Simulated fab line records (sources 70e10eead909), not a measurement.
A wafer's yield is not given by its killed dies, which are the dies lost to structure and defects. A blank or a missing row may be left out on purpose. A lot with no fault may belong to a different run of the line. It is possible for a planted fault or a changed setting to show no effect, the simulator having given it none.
Chamber matching + flow nandHarc + NHARC_P_BONDPAD_DESCUM_11 on rieDiel-05: 4 sister chambers
The step chemistry O2, time 3 s. 22 wafers are shown with their chamber, then 11 later ones without.

WAFERS, EACH WITH ITS CHAMBER
| wafer  | chamber | drypumpMotorCurrentA (A) | oesProductAu (a.u.) | throttleValvePct (%) |
|--------|---------|--------------------------|---------------------|----------------------|
| L075.1 | 1       | 4.9                      | 0.986               | 11.306               |
| L075.2 | 0       | 6.3                      | 0.996               | 11.316               |
| L075.5 | 3       | 5.6                      | 1.006               | 11.316               |
| L079.2 | 3       | 5.6                      | 1.007               | 11.292               |
| L079.5 | 1       | 4.9                      | 0.988               | 11.311               |
| L079.6 | 2       | 5.5                      | 1.019               | 11.310               |
| L083.2 | 3       | 5.6                      | 0.993               | 11.301               |
| L083.5 | 1       | 4.9                      | 0.986               | 11.318               |
| L083.6 | 2       | 5.5                      | 1.006               | 11.324               |
| L087.1 | 3       | 5.5                      | 0.994               | 11.309               |
| L087.3 | 0       | 6.3                      | 0.994               | 11.299               |
| L087.5 | 1       | 4.9                      | 1.003               | 11.315               |
| L089.3 | 2       | 5.5                      | 1.007               | 11.302               |
| L089.5 | 2       | 5.5                      | 1.005               | 11.311               |
| L089.6 | 1       | 4.9                      | 0.983               | 11.316               |
| L088.1 | 0       | 6.3                      | 1.000               | 11.316               |
| L088.3 | 2       | 5.5                      | 1.004               | 11.310               |
| L088.6 | 0       | 6.3                      | 0.985               | 11.300               |
| L090.1 | 2       | 5.5                      | 1.006               | 11.311               |
| L090.3 | 0       | 6.3                      | 0.989               | 11.310               |
| L090.5 | 0       | 6.3                      | 0.985               | 11.321               |
| L091.1 | 3       | 5.6                      | 1.001               | 11.299               |

SIGNATURES (averages over the wafers above)
| reading              | chamber 0 | chamber 1 | chamber 2 | chamber 3 | scatter within a chamber |
|----------------------|-----------|-----------|-----------|-----------|--------------------------|
| drypumpMotorCurrentA | 6.300     | 4.900     | 5.500     | 5.580     | 0.0211                   |
| oesProductAu         | 0.99150   | 0.98920   | 1.00783   | 1.00020   | 0.00652                  |
| throttleValvePct     | 11.31033  | 11.31320  | 11.31133  | 11.30340  | 0.00782                  |
Rule: for each reading, subtract the chamber's mean from the wafer's reading, divide by that reading's scatter and square the result; add these up over the readings and take the root, which gives the wafer's distance from the chamber. If the next closest chamber is less than 2 further off than the closest, the wafer can't be placed; otherwise it belongs to the closest. The scatter is the square root of a quotient: the sum, over the shown wafers, of each reading's squared deviation from its chamber's mean, divided by wafers minus chambers.

WAFERS WHOSE CHAMBER IS MISSING
| wafer  | drypumpMotorCurrentA (A) | oesProductAu (a.u.) | throttleValvePct (%) |
|--------|--------------------------|---------------------|----------------------|
| L091.3 | 4.9                      | 0.987               | 11.302               |
| L091.6 | 5.5                      | 1.009               | 11.315               |
| L092.3 | 5.6                      | 0.985               | 11.307               |
| L092.4 | 5.5                      | 1.000               | 11.303               |
| L092.6 | 6.3                      | 0.980               | 11.312               |
| L095.1 | 4.9                      | 0.998               | 11.297               |
| L095.4 | 5.5                      | 1.010               | 11.309               |
| L095.5 | 6.3                      | 0.984               | 11.317               |
| L097.2 | 5.5                      | 1.005               | 11.306               |
| L097.4 | 5.6                      | 0.993               | 11.342               |
| L097.5 | 4.9                      | 0.995               | 11.315               |

WHICH CHAMBER EACH ONE RAN IN
| wafer  | from the rows above     | in truth                   |
|--------|-------------------------|----------------------------|
| L091.3 | 1                       | 1                          |
| L091.6 | 2                       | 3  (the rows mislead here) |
| L092.3 | 3                       | 3                          |
| L092.4 | 2                       | 2                          |
| L092.6 | 0                       | 0                          |
| L095.1 | 1                       | 1                          |
| L095.4 | 2                       | 2                          |
| L095.5 | 0                       | 0                          |
| L097.2 | 2                       | 2                          |
| L097.4 | can't be placed: 3 or 2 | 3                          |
| L097.5 | 1                       | 1                          |
Correctly placed: 9 of 11. Can't be placed from these rows: 1 (the true chamber is among the candidates in 1). Number placed wrongly: 1.
